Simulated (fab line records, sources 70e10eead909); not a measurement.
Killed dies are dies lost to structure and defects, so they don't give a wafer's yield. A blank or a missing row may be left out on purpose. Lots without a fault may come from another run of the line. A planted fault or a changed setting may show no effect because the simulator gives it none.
Chamber matching | flow nand_harc | NHARC_A_DECK1_JOINT_DEP_16 on pecvd-02: 3 sister chambers
The step deposits SiO2, target thk 45 nm. 18 wafers are shown with their chamber, then 9 later ones without.

WAFERS WITH THEIR CHAMBER
wafer  | chamber | heater_power_w (W) | throttle_valve_pct (%)
L521.2 | 2       | 805                | 15.5
L521.4 | 1       | 639                | 15.9
L521.5 | 2       | 811                | 15.5
L523.3 | 1       | 568                | 16.1
L523.4 | 0       | 455                | 15.1
L523.6 | 1       | 580                | 16.0
L524.2 | 2       | 755                | 15.4
L524.4 | 1       | 616                | 15.8
L524.6 | 2       | 764                | 15.2
L525.3 | 0       | 410                | 15.5
L525.4 | 2       | 757                | 15.2
L525.5 | 0       | 408                | 15.2
L526.1 | 2       | 786                | 15.2
L526.2 | 0       | 397                | 15.3
L526.6 | 0       | 417                | 15.1
L528.3 | 2       | 778                | 15.5
L528.4 | 1       | 651                | 16.2
L528.5 | 2       | 765                | 15.6

SIGNATURES (means of the wafers above)
reading            | chamber 0 | chamber 1 | chamber 2 | scatter within a chamber
heater_power_w     | 417.40    | 610.80    | 777.62    | 26.3
throttle_valve_pct | 15.240    | 16.000    | 15.387    | 0.163
Rule: a wafer's distance from a chamber is the root of the sum, over the readings, of the square of ((its reading less the chamber's mean) divided by the reading's scatter). The wafer belongs to the nearest chamber; if the next one is less than 2 further off, it can't be placed. The scatter: the root of (the sum of the squares of (reading less its chamber's mean) over the shown wafers, divided by (wafers less chambers)).

WAFERS WITHOUT THEIR CHAMBER
wafer  | heater_power_w (W) | throttle_valve_pct (%)
L530.2 | 651                | 15.3
L530.5 | 667                | 15.6
L530.6 | 436                | 15.3
L536.1 | 444                | 15.9
L536.2 | 573                | 15.1
L536.5 | 583                | 15.0
L541.2 | 673                | 15.0
L541.4 | 506                | 15.9
L541.6 | 694                | 15.1

WHICH CHAMBER EACH WENT THROUGH
wafer  | from the rows above          | in truth
L530.2 | can't be placed: 1 or 2      | 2
L530.5 | can't be placed: 1 or 2      | 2
L530.6 | 0                            | 0
L536.1 | 0                            | 0
L536.2 | can't be placed: 1 or 0      | 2
L536.5 | can't be placed: 1 or 0 or 2 | 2
L541.2 | can't be placed: 2 or 1      | 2
L541.4 | can't be placed: 1 or 0      | 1
L541.6 | 2                            | 2
Placed correctly: 3 of 9. Can't be placed from these rows: 6 (the true chamber is among the candidates in 5). Placed wrongly: 0.
